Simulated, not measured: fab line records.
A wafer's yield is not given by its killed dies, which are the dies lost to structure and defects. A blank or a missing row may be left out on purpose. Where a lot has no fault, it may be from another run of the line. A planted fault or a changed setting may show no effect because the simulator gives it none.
Matching of chambers | flow nand-harc | pecvd-04 running NHARC_A_STAIRCASE_DEP_301: 3 sister chambers
The step deposits SiON, target thk 30 nm. 22 wafers are shown with their chamber, then 11 later ones without.

== EACH WAFER AND ITS CHAMBER ==
wafer  | chamber | heater-power-w (W)
L074.1 | 2       | 822
L074.2 | 1       | 746
L074.4 | 0       | 927
L075.3 | 1       | 709
L075.5 | 0       | 924
L075.6 | 1       | 739
L081.1 | 2       | 782
L081.3 | 0       | 956
L081.5 | 1       | 645
L081.2 | 1       | 653
L081.4 | 0       | 971
L081.6 | 2       | 772
L086.1 | 0       | 907
L086.2 | 2       | 731
L086.5 | 1       | 695
L086.3 | 1       | 718
L086.4 | 0       | 947
L086.6 | 2       | 722
L087.1 | 2       | 759
L087.4 | 0       | 1006
L087.6 | 2       | 754
L090.1 | 0       | 982

SIGNATURES (means of the wafers above)
reading        | chamber 0 | chamber 1 | chamber 2 | scatter within a chamber
heater-power-w | 952.50    | 700.71    | 763.14    | 35.3
Rule: a wafer lies at a distance from a chamber equal to the root of the sum of squares, over the readings, of (its reading less the chamber's mean, divided by the reading's scatter). If the next closest chamber is less than 2 further off than the closest, the wafer can't be placed; otherwise it belongs to the closest. How the scatter is found: for the shown wafers, subtract from each reading the mean of its chamber, square and add these, divide the total by (wafers less chambers), then take the root.

== WAFERS MISSING THEIR CHAMBER ==
wafer  | heater-power-w (W)
L090.2 | 633
L090.6 | 976
L093.2 | 996
L093.3 | 786
L093.4 | 664
L093.1 | 664
L093.5 | 970
L093.6 | 759
L094.2 | 677
L094.3 | 903
L094.5 | 678

== THE CHAMBER EACH PASSED THROUGH ==
wafer  | from the rows above     | in truth
L090.2 | can't be placed: 1 or 2 | 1
L090.6 | 0                       | 0
L093.2 | 0                       | 0
L093.3 | can't be placed: 2 or 1 | 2
L093.4 | can't be placed: 1 or 2 | 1
L093.1 | can't be placed: 1 or 2 | 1
L093.5 | 0                       | 0
L093.6 | can't be placed: 2 or 1 | 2
L094.2 | can't be placed: 1 or 2 | 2
L094.3 | 0                       | 0
L094.5 | can't be placed: 1 or 2 | 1
Correct placement for 4 of the 11. From these rows, 7 cannot be placed; in 7 the true chamber is one of the candidates. Placed wrongly: 0.
